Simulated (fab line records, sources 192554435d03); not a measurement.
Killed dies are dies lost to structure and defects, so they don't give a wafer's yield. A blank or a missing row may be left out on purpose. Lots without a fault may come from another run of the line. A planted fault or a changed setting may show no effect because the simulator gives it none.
Which tool did it? | flow n5_finfet | 9 lots, 25 wafers sampled, at 6 steps of a route of 1938

WHAT THE GAUGES READ, wafer by wafer
N5_BEOL_M0_SAQP_CD_MEAS_40: target cd 30 nm.
lot  | measured     | on        | cd_nm (nm)
L431 | day 6 18:29  | cd_sem-02 | 30.01 29.82 29.85
L433 | day 7 01:53  | cd_sem-03 | 29.97 30.26 30.09
L437 | day 7 18:24  | cd_sem-01 | 29.94 29.86 29.88
L438 | day 8 05:31  | cd_sem-02 | 30.04 30.16 30.03
L440 | day 8 21:31  | cd_sem-01 | 30.31 29.92 30.30
L441 | day 9 00:27  | cd_sem-01 | 29.73 29.77 29.99
L447 | day 10 17:44 | cd_sem-02 | 29.94 29.96 29.81
L449 | day 11 05:38 | cd_sem-03 | 23.80 23.90
L451 | day 11 13:46 | cd_sem-02 | 24.78 24.73

N5_BEOL_M4_RC_MEAS_101.
lot  | measured     | on        | DIBL_N (mV/V)  | DIBL_P (mV/V)  | IOFF_N (nA/um)    | IOFF_P (nA/um) | ION_N (uA/um) | ION_P (uA/um) | SS_N (mV/dec)  | SS_P (mV/dec)  | VT_N (mV)   | VT_P (mV)
L431 | day 10 14:03 | prober-01 | 35.8 35.6 35.3 | 34.8 35.3 34.3 | 0.142 0.137 0.125 | 0.18 0.19 0.17 | 673 672 665   | 457 461 460   | 71.2 70.9 70.9 | 73.5 73.3 73.4 | 251 252 255 | -254 -252 -255
L433 | day 9 12:05  | prober-01 | 36.7 35.3 36.8 | 36.6 35.2 37.3 | 0.162 0.133 0.160 | 0.24 0.22 0.25 | 669 664 679   | 464 466 467   | 71.9 71.6 72.0 | 73.4 73.0 73.3 | 251 251 248 | -247 -249 -245
L437 | day 11 00:26 | prober-01 | 35.3 32.1 34.6 | 35.3 31.7 35.5 | 0.149 0.108 0.132 | 0.23 0.17 0.21 | 674 662 664   | 465 460 462   | 71.1 70.5 71.6 | 73.4 71.9 72.2 | 251 254 253 | -250 -250 -246
L438 | day 11 01:06 | prober-02 | 33.6 33.6 34.0 | 32.8 33.8 34.8 | 0.111 0.130 0.126 | 0.17 0.20 0.20 | 659 674 656   | 452 474 458   | 70.7 70.3 71.2 | 71.5 72.5 72.3 | 256 249 255 | -253 -250 -248
L440 | day 11 13:35 | prober-02 | 38.1 34.4 34.9 | 38.5 35.4 35.4 | 0.190 0.132 0.134 | 0.24 0.20 0.20 | 674 662 651   | 465 463 452   | 71.6 70.5 72.0 | 74.1 73.4 72.8 | 246 251 250 | -246 -251 -250
L441 | day 11 22:42 | prober-02 | 35.4 33.1 32.8 | 36.4 33.2 33.1 | 0.139 0.101 0.107 | 0.19 0.15 0.15 | 662 649 663   | 460 449 449   | 71.7 71.2 71.0 | 73.9 72.4 72.7 | 252 256 256 | -250 -253 -255
L447 | day 13 14:29 | prober-01 | 35.4 35.7 33.4 | 36.6 36.8 34.4 | 0.162 0.163 0.128 | 0.20 0.20 0.16 | 679 680 675   | 462 464 462   | 71.3 70.8 69.8 | 73.0 73.5 72.7 | 248 248 250 | -253 -254 -256

WHICH TOOL RAN EACH LOT (tool, then ch and the chambers of the sampled wafers, then the start)
lot  | N5_BEOL_M0_SAQP_ETCH_102         | N5_BEOL_M0_SAQP_SPACER2_ETCHBACK_27 | N5_BEOL_M0_SAQP_EXPOSE_37         | N5_BEOL_M0_SAQP_ALD_48
L431 | rie_si-01 ch 1,2,3, day 6 16:26  | rie_diel-06 ch 0,1,2, day 6 17:52   | euv_scanner-02 ch 0, day 6 18:22  | ald_sin-01 ch 2,3, day 6 19:05
L433 | rie_si-01 ch 2,3, day 6 23:10    | rie_diel-01 ch 2,3, day 7 01:16     | euv_scanner-01 ch 0, day 7 01:46  | ald_sin-04 ch 0,3, day 7 02:18
L437 | rie_si-02 ch 0,2,3, day 7 16:20  | rie_diel-01 ch 1,2,3, day 7 17:53   | euv_scanner-02 ch 0, day 7 18:16  | ald_sin-03 ch 0,1,2, day 7 18:48
L438 | rie_si-03 ch 0,1,3, day 8 03:25  | rie_diel-02 ch 0,1,3, day 8 04:53   | euv_scanner-01 ch 0, day 8 05:23  | ald_sin-04 ch 0,1,2, day 8 06:04
L440 | rie_si-01 ch 0,1,2, day 8 17:43  | rie_diel-01 ch 1,2,3, day 8 21:00   | euv_scanner-02 ch 0, day 8 21:22  | ald_sin-04 ch 0,2, day 8 22:45
L441 | rie_si-03 ch 0,2, day 8 20:53    | rie_diel-02 ch 0,2,3, day 8 23:49   | euv_scanner-01 ch 0, day 9 00:19  | ald_sin-04 ch 1,2, day 9 00:51
L447 | rie_si-01 ch 0,1,3, day 10 14:26 | rie_diel-01 ch 0,1, day 10 16:18    | euv_scanner-02 ch 0, day 10 17:37 | ald_sin-03 ch 0,1, day 10 18:13
L449 | rie_si-02 ch 0,1, day 11 03:21   | rie_diel-01 ch 0,1, day 11 05:08    | euv_scanner-02 ch 0, day 11 05:31 | ald_sin-01 ch 0,2, day 11 06:03
L451 | rie_si-03 ch 0,1, day 11 11:50   | rie_diel-01 ch 0,1, day 11 13:16    | euv_scanner-02 ch 0, day 11 13:38 | ald_sin-01 ch 0,1, day 11 14:11
- N5_BEOL_M0_SAQP_ETCH_102: etches SiO2 in CF4, target depth 4 nm, time 4.4 s.
- N5_BEOL_M0_SAQP_SPACER2_ETCHBACK_27: etches SiO2 in CHF3/O2, target depth 22.5 nm, time 11.25 s.
- N5_BEOL_M0_SAQP_EXPOSE_37: exposes mask M0 CUT1, target cd 30 nm.
- N5_BEOL_M0_SAQP_ALD_48: deposits SiO2, target thk 20 nm, pulse time 1 s, co reactant pulse time 1 s.

WHAT THE TOOLS THEMSELVES READ (means of the sampled wafers that have a number; where no wafer has one, the mark that the record gives instead)
N5_BEOL_M0_SAQP_ETCH_102.
lot  | tool      | drypump_motor_current_A (A) | he_backside_leak_sccm (sccm) | oes_product_au (a.u.) | throttle_valve_pct (%)
L431 | rie_si-01 | 6.1                         | 2.5                          | 1.012                 | 22.0
L433 | rie_si-01 | 5.9                         | 2.6                          | 1.011                 | 22.0
L437 | rie_si-02 | 6.0                         | 2.7                          | 0.999                 | 21.9
L438 | rie_si-03 | 5.6                         | 2.5                          | 1.002                 | 21.9
L440 | rie_si-01 | 6.0                         | 2.6                          | 0.996                 | 21.8
L441 | rie_si-03 | 6.0                         | 2.3                          | 1.025                 | 21.7
L447 | rie_si-01 | 5.8                         | 3.5                          | 1.002                 | 21.9
L449 | rie_si-02 | 5.7                         | 3.0                          | 0.987                 | 21.9
L451 | rie_si-03 | 5.9                         | 2.8                          | 1.026                 | 22.1

N5_BEOL_M0_SAQP_SPACER2_ETCHBACK_27.
lot  | tool        | drypump_motor_current_A (A) | mfc_ar_sccm (sccm) | oes_o_777_au (a.u.) | oes_product_au (a.u.) | rf_vpp_V (V) | showerhead_plenum_p_Torr (Torr) | throttle_valve_pct (%)
L431 | rie_diel-06 | 5.8                         | 199.3              | 0.74                | 0.73                  | 526          | 2.40                            | 19.05
L433 | rie_diel-01 | 6.1                         | 200.7              | 0.79                | 0.79                  | 538          | 2.36                            | 18.89
L437 | rie_diel-01 | 5.8                         | 200.0              | 0.77                | 0.77                  | 525          | 2.35                            | 18.87
L438 | rie_diel-02 | 5.7                         | 200.1              | 0.79                | 0.81                  | 529          | 2.38                            | 19.03
L440 | rie_diel-01 | 5.9                         | 200.4              | 0.76                | 0.77                  | 525          | 2.35                            | 18.89
L441 | rie_diel-02 | 5.8                         | 199.6              | 0.80                | 0.81                  | 529          | 2.42                            | 18.92
L447 | rie_diel-01 | 6.0                         | 200.1              | 0.85                | 0.87                  | 518          | 2.34                            | 18.61
L449 | rie_diel-01 | 5.8                         | 200.2              | 0.81                | 0.82                  | 516          | 2.33                            | 18.68
L451 | rie_diel-01 | 5.9                         | 199.8              | 0.80                | 0.82                  | 516          | 2.33                            | 18.69

N5_BEOL_M0_SAQP_ALD_48.
lot  | tool       | heater_power_w (W) | precursor_pulse_height_rel
L431 | ald_sin-01 | 74                 | 1.029
L433 | ald_sin-04 | 77                 | 1.002
L437 | ald_sin-03 | 72                 | 1.006
L438 | ald_sin-04 | 80                 | 1.022
L440 | ald_sin-04 | 78                 | 0.988
L441 | ald_sin-04 | 79                 | 1.012
L447 | ald_sin-03 | 67                 | 1.009
L449 | ald_sin-01 | 76                 | 1.026
L451 | ald_sin-01 | 85                 | 0.986

THE ANSWER, worked out from the rows above alone
Rule: what is usual is taken from the lots themselves. Put in order of their means at a reading, lots are off if they are a third of the lots or fewer, leave a main group of 4 or more, and stand apart from it by a gap of 3 or more times the standard deviation of the main group's means; of several such gaps the widest counts. A main group whose means are all the same, to the digits that the tables above print for the reading, isn't used. A lot without any number at a reading at which 4 lots or more have one is off too. The other lots that the step has rows for count as sound. The gauges are gone through in route order, then the tools' own readings, and for those a lot's mean is taken as printed above. The first step at which some lot is off is used, and at that step the reading that is off furthest; a lot without a number counts as furthest.
Off: L449, L451, at N5_BEOL_M0_SAQP_CD_MEAS_40 (cd_nm). The main group: mean 29.98 nm, standard deviation 0.12.
A tool fits if, at a process step before that reading, it ran every lot that is off, and no sound lot after the first of them. The gauges at N5_BEOL_M0_SAQP_CD_MEAS_40 are tried like those tools. Can't be told from this: 2 tools fit, rie_diel-01 at N5_BEOL_M0_SAQP_SPACER2_ETCHBACK_27, euv_scanner-02 at N5_BEOL_M0_SAQP_EXPOSE_37.

WHAT THE SIMULATOR HAD PUT IN
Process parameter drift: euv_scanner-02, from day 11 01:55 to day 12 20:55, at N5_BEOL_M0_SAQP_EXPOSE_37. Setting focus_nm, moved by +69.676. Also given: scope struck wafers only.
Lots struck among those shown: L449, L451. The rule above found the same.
